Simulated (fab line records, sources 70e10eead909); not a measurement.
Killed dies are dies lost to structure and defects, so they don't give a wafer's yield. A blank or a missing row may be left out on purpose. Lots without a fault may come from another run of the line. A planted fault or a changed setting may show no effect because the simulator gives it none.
Chamber matching | flow nand_harc | NHARC_A_WL_FILL_ALD_10 on ald_hk-01: 4 sister chambers
The step deposits SiO2, target thk 50 nm, pulse time 10 s, ald cycles 500. 8 wafers are shown with their chamber, then 7 later ones without.

WAFERS WITH THEIR CHAMBER
wafer  | chamber | heater_power_w (W) | precursor_pulse_height_rel
L075.2 | 2       | 495                | 1.021
L082.3 | 3       | 504                | 1.021
L082.4 | 0       | 518                | 1.011
L082.2 | 2       | 489                | 1.020
L082.5 | 1       | 490                | 1.024
L082.6 | 0       | 522                | 0.991
L084.1 | 3       | 497                | 1.002
L084.2 | 1       | 490                | 1.003

WAFERS WITHOUT THEIR CHAMBER
wafer  | heater_power_w (W) | precursor_pulse_height_rel
L084.4 | 494                | 0.966
L093.3 | 498                | 0.991
L093.4 | 513                | 1.010
L093.2 | 466                | 0.967
L096.4 | 485                | 1.010
L096.3 | 496                | 1.006
L096.6 | 503                | 1.014

WHICH CHAMBER EACH WENT THROUGH
wafer  | from the rows above          | in truth
L084.4 | can't be placed: 1 or 3 or 2 | 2
L093.3 | can't be placed: 3 or 1 or 2 | 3
L093.4 | can't be placed: 0 or 3      | 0
L093.2 | can't be placed: 1 or 2      | 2
L096.4 | can't be placed: 1 or 2      | 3
L096.3 | can't be placed: 3 or 2 or 1 | 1
L096.6 | 3                            | 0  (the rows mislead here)
Placed correctly: 0 of 7. Can't be placed from these rows: 6 (the true chamber is among the candidates in 5). Placed wrongly: 1.
How it was worked out, from the rows above alone: a wafer's distance from a chamber is the root of the sum, over the readings, of the square of ((its reading less the chamber's mean) divided by the reading's scatter). The wafer belongs to the nearest chamber; if the next one is less than 2 further off, it can't be placed. A chamber's mean is the mean of its shown wafers. The scatter: the root of (the sum of the squares of (reading less its chamber's mean) over the shown wafers, divided by (wafers less chambers)).
